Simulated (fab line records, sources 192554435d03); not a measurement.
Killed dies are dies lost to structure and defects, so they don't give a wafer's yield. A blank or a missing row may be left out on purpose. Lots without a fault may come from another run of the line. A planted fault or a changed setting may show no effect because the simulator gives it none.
A struck lot beside a sound one | flow n5_finfet | 44 steps out of a route of 1938
Sound: wafers L519.3, L519.4, L519.6. Struck: wafer L520.2. (L520.5, L520.6 of the same lot were not struck and are left out.) The cause comes at the end.
At each step with rows: each side's tool, then ch and its chambers, then its first start. Under that, the readings that differ: sound wafers | struck wafers | difference of the means | sigmas: that difference in standard deviations of wafers without a fault.
alike: readings whose means differ by less than 2 such deviations, and words and numbers that are the same on both sides. not compared: withheld readings, readings that some wafer has no value for, bounds like >300 that may hide the same value, and numbers for which the record gives no deviation and whose values overlap.
The two part at a step that has a row with sigmas, a row that says differs or no value, or rows on one side only. Numbers that don't overlap but have no deviation are shown without sigmas and don't part them. A reading that every wafer of one side lacks parts them only if that side has two wafers or more.

first, 11 steps without rows for these wafers: N5_BEOL_M2_DESCUM_33 (chemistry O2, time 7 s); N5_BEOL_M2_ETCH_77 (etches underlayer in N2/H2, target depth 6.5 nm, time 5.2 s); N5_BEOL_M2_ETCH_69 (etches SiARC in CF4, target depth 15.6 nm, time 26 s); N5_BEOL_M2_ALD_98 (deposits SiO2, target thk 2.5 nm, pulse time 1 s, co reactant pulse time 1 s); N5_BEOL_M2_ETCHBACK_99 (etches SiO2 in CHF3, target depth 5 nm, time 10.4 s); N5_BEOL_M2_ETCH_70 (etches SOC in N2/H2, target depth 80 nm, overetch 24 nm, time 130 s); N5_BEOL_M2_STRIP_71 (strips in N2/H2); N5_BEOL_M2_STRIP_78 (strips in N2/H2); N5_BEOL_M2_VIA_ETCH_34 (etches the open film in C4F6/O2, target depth 69.4 nm, time 65.9 s); N5_BEOL_M2_STRIP_83 (strips in C4F6/O2); N5_BEOL_M2_STRIP_36 (strips in N2/H2).
N5_BEOL_M2_TRENCH_ETCH_37: etches SiOC in C4F6/O2, target depth 55.555 nm, time 29.2 s.
  sound on rie_diel-01 ch 1,2,3, day 8 15:05; struck on rie_diel-01 ch 1, day 8 18:14
  reading                             | sound             | struck | difference | sigmas
  run_length_s (s)                    | 52.1 52.7 52.6    | 58.9   | +6.4       | +16
  throttle_valve_pct (%)              | 20.44 20.66 21.30 | 21.31  | +0.51      | +2
  model.etch.depth_nm (nm)            | 56.02 56.06 54.93 | 66.49  | +10.82     |
  model.BEOL_M2.feature_depth_nm (nm) | 56 56 55          | 66.4   | +10.7      |
  alike: C4F6_flow_sccm, chamber_pressure_mTorr, drypump_motor_current_A, mfc_ar_sccm, oes_product_au, rf_vpp_V, showerhead_plenum_p_Torr
  not compared: rf_hours_counter_h, model.TiN_of_BEOL_M2_HM_DEP_02.thk_nm
then, 2 steps without rows for these wafers: N5_BEOL_M2_ETCH_41 (etches SiCN in CH3F/O2, target depth 29.9 nm, time 52.5 s); N5_BEOL_M2_STRIP_97 (strips in N2/H2, time 10 s).
N5_BEOL_M2_OCD_MEAS_38:
  sound on ocd-02, day 8 15:15; struck on ocd-01, day 8 18:23
  reading              | sound          | struck | difference | sigmas
  trench_depth_nm (nm) | 56.1 55.7 54.9 | 66.8   | +11.2      | +16
then, 25 steps without rows for these wafers: N5_BEOL_M2_HM_STRIP_39 (strips TiN in peroxide tin strip, target depth 25 nm, time 158 s); N5_BEOL_M2_SRD_40 (time 30 s); N5_BEOL_M2_PRECLEAN_42 (cleans in residue remover, time 60 s); N5_BEOL_M2_SRD_43 (time 30 s); N5_BEOL_M2_DEGAS_44 (time 60 s); N5_BEOL_M2_PRE_CLEAN_45 (time 30 s); N5_BEOL_M2_ALD_84 (deposits TaN, pulse time 2 s, purge time 3 s, co reactant purge time 2 s); N5_BEOL_M2_SURFACE_TREAT_85; N5_BEOL_M2_CVD_47 (deposits Co from CCTBA/H2, target thk 3 nm, time 223.8 s); N5_BEOL_M2_SPUTTER_48 (material Cu, target thk 4.5 nm, time 8.29 s); N5_BEOL_M2_ANNEAL_49 (time 240 s); N5_BEOL_M2_SPUTTER_79 (material Cu, target thk 4.5 nm, time 8.29 s); N5_BEOL_M2_ANNEAL_80 (time 240 s); N5_BEOL_M2_SPUTTER_81 (material Cu, target thk 4.5 nm, time 8.29 s); N5_BEOL_M2_ANNEAL_82 (time 240 s); N5_BEOL_M2_SPUTTER_86 (material Cu, target thk 4.5 nm, time 8.29 s); N5_BEOL_M2_ANNEAL_87 (time 240 s); N5_BEOL_M2_SPUTTER_88 (material Cu, target thk 4.5 nm, time 8.29 s); N5_BEOL_M2_ANNEAL_89 (time 240 s); N5_BEOL_M2_SPUTTER_90 (material Cu, target thk 4.5 nm, time 8.29 s); N5_BEOL_M2_ANNEAL_91 (time 240 s); N5_BEOL_M2_SPUTTER_92 (material Cu, target thk 4.5 nm, time 8.29 s); N5_BEOL_M2_ANNEAL_93 (time 240 s); N5_BEOL_M2_SPUTTER_94 (material Cu, target thk 4.5 nm, time 8.29 s); N5_BEOL_M2_ANNEAL_95 (time 240 s).
N5_BEOL_M2_CMP_52: polishes, stops on SiOC, t overpolish 6.8 s, target thk 40 nm.
  sound on cmp-04 ch 0,2,3, day 8 18:41; struck on cmp-03 ch 2, day 8 22:16
  reading                                | sound             | struck | difference | sigmas
  overpolish_run_s (s)                   | 6.807 6.805 6.813 | 6.790  | -0.018     | -2
  model.Cu_of_BEOL_M2_ECD_50.thk_nm (nm) | 41.8 39.6 40      | 50.6   | +10.1      |
  alike: barrier_field_endpoint_s, motor_current_A, time_to_endpoint_s
N5_BEOL_M2_THK_MEAS_53: measures by xrf.
  sound on film_metro-02, day 8 18:56; struck on film_metro-01, day 8 22:34
  reading     | sound          | struck | difference | sigmas
  M2_THK (nm) | 41.5 39.6 40.0 | 50.4   | +10.0      | +9
N5_BEOL_M2_RS_MEAS_58: measures by four-point-probe.
  sound on film_metro-02, day 8 19:12; struck on film_metro-02, day 8 22:49
  reading        | sound             | struck | difference | sigmas
  M2_RS (ohm/sq) | 0.630 0.675 0.665 | 0.495  | -0.162     | -7
N5_BEOL_M4_RC_MEAS_101:
  sound on prober-02 ch 0, day 9 21:12; struck on prober-01 ch 0, day 10 11:29
  reading          | sound       | struck | difference | sigmas
  SERP_M2 (ohm/um) | 189 216 193 | 161    | -38        | -3
  alike: DIBL_N, DIBL_P, IOFF_N, IOFF_P, ION_N, ION_P, SS_N, SS_P, VT_N, VT_P

WHERE THEY PART
First at N5_BEOL_M2_TRENCH_ETCH_37; last, within this record, at N5_BEOL_M4_RC_MEAS_101.

WHY: what the simulator had put in
Process parameter drift: rie_diel-01, from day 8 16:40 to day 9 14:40, at N5_BEOL_M2_TRENCH_ETCH_37. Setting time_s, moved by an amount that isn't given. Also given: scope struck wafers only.
